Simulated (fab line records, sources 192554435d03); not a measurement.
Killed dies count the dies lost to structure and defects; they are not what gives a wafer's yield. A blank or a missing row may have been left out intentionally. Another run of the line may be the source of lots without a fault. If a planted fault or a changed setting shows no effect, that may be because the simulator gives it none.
Lot-split experiment -- flow n5Finfet -- 39 wafers read across 7 lots, on a route 1938 steps long

THE SPLIT ITSELF
At N5_FIN_SAQP_HM_DEP_03 (deposits SiNx from SiH4/NH3/N2, target thk 38 nm, time 33.6 s), the setting targetThkA was moved away from the recipe's 380 angstrom on 18 of the 39 wafers read, by -7.1% to +13.3%. This setting was run at the recipe's value on the other wafers.

FROM THE SPLIT TO THE READING: what the file shows between them, 13 steps
- N5_FIN_SAQP_THK_MEAS_05
- N5_FIN_SAQP_PECVD_47: deposits a-Si from SiH4/He, target thk 45 nm, time 36.3 s
- N5_FIN_SAQP_PECVD_48: deposits SiNx from SiH4/NH3/N2, target thk 25 nm, time 22.1 s
- N5_FIN_SAQP_ETCH_57: etches SiNx in CH3F/O2, target depth 32.5 nm, time 46.4 s
- N5_FIN_SAQP_ETCH_65: etches SiO2 in CF4, target depth 4 nm, time 4.4 s
- N5_FIN_SAQP_MANDREL_ETCH_58: etches a-Si in HBr/Cl2, stops on SiNx, target depth 45 nm, bt time 10 s, time 27 s
- N5_FIN_SAQP_RECESS_63: chemistry HF/NH3, target SiO2, target depth 18 nm, afs cycles 3, sublimation time 60 s
- N5_FIN_SAQP_COAT_68: time 60 s, resist thk 100 nm
- N5_FIN_SAQP_MANDREL2_REMOVE_60: chemistry HBr/Cl2/O2, target a-Si, stops on SiNx, bt time 10 s
- N5_FIN_SAQP_HM_OPEN_33: chemistry CH3F/O2, target SiNx, target depth 49.4 nm, time 70.6 s
- N5_FIN_SAQP_ETCH_34: etches SiO2 in C4F6/O2, target depth 45 nm, time 15 s
- N5_FIN_SAQP_STRIP_77: strips in N2/H2, time 90 s
- N5_FIN_SAQP_ETCH_64: etches SiO2 in CF4, target depth 1.5 nm

THE READING
SiNx_of_FIN_SAQP_HM_DEP_03.thkNm (the simulator's own value, which no gauge read), in nm, at N5_FIN_SAQP_FIN_ETCH_36 (etches the open film in HBr/Cl2/O2, target depth 120 nm, time 50.4 s). The file does not state a usual value for it. The 21 wafers here that ran the recipe average 21.2 nm, standard deviation 0.49 nm.

wafer,"tool, chamber at the split","targetThkA as run, angstrom",against the recipe,"SiNx_of_FIN_SAQP_HM_DEP_03.thkNm, nm",against lot-mates on the recipe
L077.1,"pecvd-01, 1",414.1,+9.0%,24.2,+2.9
L077.2,"pecvd-01, 2",380,recipe,21,-
L077.6,"pecvd-01, 1",380,recipe,21,-
L077.3,"pecvd-01, 0",414.1,+9.0%,24.8,+3.5
L077.4,"pecvd-01, 2",380,recipe,22,-
L077.5,"pecvd-01, 0",414.1,+9.0%,25,+3.7
L078.1,"pecvd-01, 1",353.2,-7.1%,17.6,-3.4
L078.2,"pecvd-01, 2",353.2,-7.1%,18.2,-2.8
L078.3,"pecvd-01, 0",380,recipe,20.2,-
L078.4,"pecvd-01, 0",380,recipe,21,-
L078.5,"pecvd-01, 1",353.2,-7.1%,17.8,-3.2
L078.6,"pecvd-01, 2",380,recipe,21.8,-
L080.1,"pecvd-03, 2",399.4,+5.1%,22.8,+1.5
L080.2,"pecvd-03, 0",399.4,+5.1%,23,+1.7
L080.3,"pecvd-03, 1",380,recipe,20.8,-
L080.4,"pecvd-03, 0",399.4,+5.1%,24,+2.7
L080.5,"pecvd-03, 2",380,recipe,21.4,-
L080.6,"pecvd-03, 1",380,recipe,21.6,-
L087.1,"pecvd-01, 1",410,+7.9%,23.2,+1.7
L087.2,"pecvd-01, 2",380,recipe,20.8,-
L087.3,"pecvd-01, 0",410,+7.9%,24,+2.5
L087.4,"pecvd-01, 1",380,recipe,21.8,-
L087.5,"pecvd-01, 2",380,recipe,22,-
L087.6,"pecvd-01, 0",410,+7.9%,24.4,+2.9
L089.1,"pecvd-01, 2",380,recipe,21.2,-
L089.2,"pecvd-01, 1",405.3,+6.7%,23.2,+2.0
L089.3,"pecvd-01, 0",380,recipe,21.4,-
L089.4,"pecvd-01, 1",405.3,+6.7%,23.4,+2.2
L089.5,"pecvd-01, 0",380,recipe,21,-
L089.6,"pecvd-01, 2",405.3,+6.7%,24.4,+3.2
L092.1,"pecvd-02, 2",430.7,+13.3%,25.8,+4.4
L092.2,"pecvd-02, 1",430.7,+13.3%,26,+4.6
L092.3,"pecvd-02, 0",380,recipe,20.8,-
L092.4,"pecvd-02, 1",380,recipe,21.6,-
L092.5,"pecvd-02, 0",430.7,+13.3%,26.4,+5.0
L092.6,"pecvd-02, 2",380,recipe,21.8,-
L094.3,"pecvd-01, 0",380,recipe,21.2,-
L094.4,"pecvd-01, 1",380,recipe,20.4,-
L094.6,"pecvd-01, 0",380,recipe,21,-

THE FIT
A straight line over all 39 wafers: SiNx_of_FIN_SAQP_HM_DEP_03.thkNm changes by +0.387 nm for each +1% of targetThkA; r = +0.97; the points scatter about the line by 0.51 nm.
The same after taking each lot's own level away (the mean of its wafers on the recipe; 39 wafers): +0.369 nm for each +1%; r = +0.97; scatter 0.49 nm.
That fit puts the effect of the largest move of targetThkA on the reading at 4.9 nm.
The span of the lots' own levels, 20.87 to 21.53 nm, comes to 1.4 times the standard deviation stated above.
The two slopes are in agreement: the lot-to-lot level therefore moves the slope only a little.
Check: +4.89 nm against its lot-mates is what the line predicts for one of the wafers moved furthest among these (+13.3%) when that wafer is left out of the fit. It came out at +4.4 nm against them.

THE WHOLE CHAIN: every reading that the file lists as answering this split, in the file's order
step,what it does,reading,change (the file's fit),r (the file's)
N5_FIN_SAQP_HM_DEP_03,"deposits SiNx from SiH4/NH3/N2, target thk 38 nm, time 33.6 s","SiNx_of_FIN_SAQP_HM_DEP_03.thkNm (the simulator's own value, which no gauge read)",+0.372 nm for each +1% of the setting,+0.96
N5_FIN_SAQP_THK_MEAS_05,,thkNm,withheld for each +1% of the setting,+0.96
N5_FIN_SAQP_MANDREL_ETCH_58,"etches a-Si in HBr/Cl2, stops on SiNx, target depth 45 nm, bt time 10 s, time 27 s","SiNx_of_FIN_SAQP_HM_DEP_03.thkNm (the simulator's own value, which no gauge read)",+0.375 nm for each +1% of the setting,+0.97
N5_FIN_SAQP_HM_OPEN_33,"chemistry CH3F/O2, target SiNx, target depth 49.4 nm, time 70.6 s",etchRfOnTimeS,withheld for each +1% of the setting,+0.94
N5_FIN_SAQP_HM_OPEN_33,"chemistry CH3F/O2, target SiNx, target depth 49.4 nm, time 70.6 s","etch.depthNm (the simulator's own value, which no gauge read)",+0.373 nm for each +1% of the setting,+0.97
N5_FIN_SAQP_FIN_ETCH_36,"etches the open film in HBr/Cl2/O2, target depth 120 nm, time 50.4 s","SiNx_of_FIN_SAQP_HM_DEP_03.thkNm (the simulator's own value, which no gauge read)",+0.361 nm for each +1% of the setting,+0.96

FILE'S OWN FIT
SiNx_of_FIN_SAQP_HM_DEP_03.thkNm changes by +0.361 nm for each +1% of targetThkA, r = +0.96.
